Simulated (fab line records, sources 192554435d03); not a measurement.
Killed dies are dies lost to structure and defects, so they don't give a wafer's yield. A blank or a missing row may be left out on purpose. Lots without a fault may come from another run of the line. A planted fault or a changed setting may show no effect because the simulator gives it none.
Chamber matching | flow n5_finfet | N5_BEOL_M6_ILD_DEP_00 on pecvd-02: 3 sister chambers
The step deposits SiCOH lowk from DEMS/porogen, target thk 179.75 nm, time 33.4 s. 3 wafers are shown with their chamber, then 8 later ones without.

WAFERS WITH THEIR CHAMBER
wafer  | chamber | throttle_valve_pct (%)
L083.2 | 2       | 13.6
L087.2 | 0       | 13.7
L092.1 | 1       | 15.2

WAFERS WITHOUT THEIR CHAMBER
wafer  | throttle_valve_pct (%)
L092.2 | 14.0
L092.4 | 13.8
L095.2 | 13.6
L095.5 | 13.3
L095.6 | 14.1
L096.2 | 13.7
L096.5 | 14.9
L096.6 | 13.7

WHICH CHAMBER EACH WENT THROUGH
wafer  | from the rows above     | in truth
L092.2 | can't be placed: 0 or 2 | 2
L092.4 | can't be placed: 0 or 2 | 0
L095.2 | can't be placed: 2 or 0 | 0
L095.5 | can't be placed: 2 or 0 | 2
L095.6 | can't be placed: 0 or 2 | 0
L096.2 | can't be placed: 0 or 2 | 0
L096.5 | 1                       | 1
L096.6 | can't be placed: 0 or 2 | 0
Placed correctly: 1 of 8. Can't be placed from these rows: 7 (the true chamber is among the candidates in 7). Placed wrongly: 0.
How it was worked out, from the rows above alone: a wafer's distance from a chamber is the root of the sum, over the readings, of the square of ((its reading less the chamber's mean) divided by the reading's scatter). The wafer belongs to the nearest chamber; if the next one is less than 2 further off, it can't be placed. A chamber's mean is the mean of its shown wafers. The scatter: with one shown wafer a chamber, the root of the mean of the squares of how far each hidden wafer lies from its nearest shown one.
